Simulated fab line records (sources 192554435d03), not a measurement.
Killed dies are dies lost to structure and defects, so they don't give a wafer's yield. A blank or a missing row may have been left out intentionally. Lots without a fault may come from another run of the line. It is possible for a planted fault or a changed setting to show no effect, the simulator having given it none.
Problem report, 8D (eight disciplines) form, completed by code    flow n5 finfet    the parts of the form that need people (team, actions taken, sign-off) are left out

== 1. THE PROBLEM ==
At N5_BEOL_M1_OCD_MEAS_38, trench depth nm averages 47.0 nm over 3 wafers from 3 lots, while fault-free wafers read 54.6 nm, standard deviation 0.87. That puts it -8.7 standard deviations away from the usual mean.
Seen first at day 7 19:14 on ocd-02, wafer L107.3. The record has a number at this step for 26 wafers belonging to 10 lots. Rule for "out", or "out of limits": more than 4 standard deviations from the usual mean. The other wafers with a number count as sound.

== 2. WHAT IT IS AND WHAT IT IS NOT ==
question                     is                      is not
which readings at this step  trench depth nm         -
which lots                   L107, L109, L112        L101, L103, L115, L119, L120, L123, L124
which wafers of those lots   L107.3, L109.3, L112.6  L107.2, L107.4, L109.4, L112.2
read on which gauges         ocd-01, ocd-02          -
when                         from day 7 19:14        up to then (8 sound wafers); but 15 sound wafers of L109, L112, L115, L119, L120, L123, L124 came after

== 3. THE SUSPECTS, EACH WITH WHAT RULES IT OUT ==
Counting: any tool at a process step up to the reading remains a suspect provided it ran every lot that is out. Sound lots after the first of them don't rule it out here, since some wafers of a struck lot are sound.
- the gauge at N5_BEOL_M1_OCD_MEAS_38 is ruled out. The wafers that are out were read on 2 gauges (ocd-01, ocd-02).
- rie diel-03 at N5_BEOL_M1_TRENCH_ETCH_37 (etches SiOC in C4F6/O2, target depth 55.207 nm, time 29 s): kept. It ran every lot that is out, first L107 (day 7 19:05); its last sound lot up to then is L103 (day 6 12:19). Its own readings are out on those wafers: run length s.
The count leaves rie diel-03 at N5_BEOL_M1_TRENCH_ETCH_37.

== 4. THE CAUSE (what the simulator had put in) ==
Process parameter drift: rie diel-03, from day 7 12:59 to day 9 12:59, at N5_BEOL_M1_TRENCH_ETCH_37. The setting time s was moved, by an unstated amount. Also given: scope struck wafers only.
This tool alone remained once counting was done.

== 5. THE CHAIN OF EFFECTS, in route order ==
Each row: a reading whose mean over the struck wafers that have a number lies more than 3 standard deviations from the usual. Only readings for which the record gives a usual standard deviation are gone through. hours: the time from each lot's start at the first step in this table that gives one to its start at this step, as a median over the lots. sigmas: the change in usual standard deviations.
hours  step                       reading          usual    on struck wafers  change  sigmas
0      N5_BEOL_M1_TRENCH_ETCH_37  run length s     52.3 s   48.5              -3.8    -11
0      N5_BEOL_M1_OCD_MEAS_38     trench depth nm  54.6 nm  47.0              -7.6    -8.7
Here are the process steps it includes:
- N5_BEOL_M1_TRENCH_ETCH_37: etches SiOC in C4F6/O2, target depth 55.207 nm, time 29 s.
Later measuring or inspecting steps at which every struck wafer that the step has a row for has a number for every such reading, and none has moved that far: N5_BEOL_M4_RC_MEAS_101.

== 6. WHAT WOULD HAVE CAUGHT IT SOONER ==
6 hours passed between the start of the fault at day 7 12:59 and the first reading out of limits at a measuring or inspecting step in this record, taken at day 7 19:14.
The tool's own readings at N5_BEOL_M1_TRENCH_ETCH_37 were out on every struck wafer that the step has a row for (run length s): an alarm limit on them would have fired on the first of those.
L109, L112, from the lots that are out (3), started N5_BEOL_M1_TRENCH_ETCH_37 on rie diel-03 later than day 7 19:14. A hold on the tool at that time would have spared those 2.
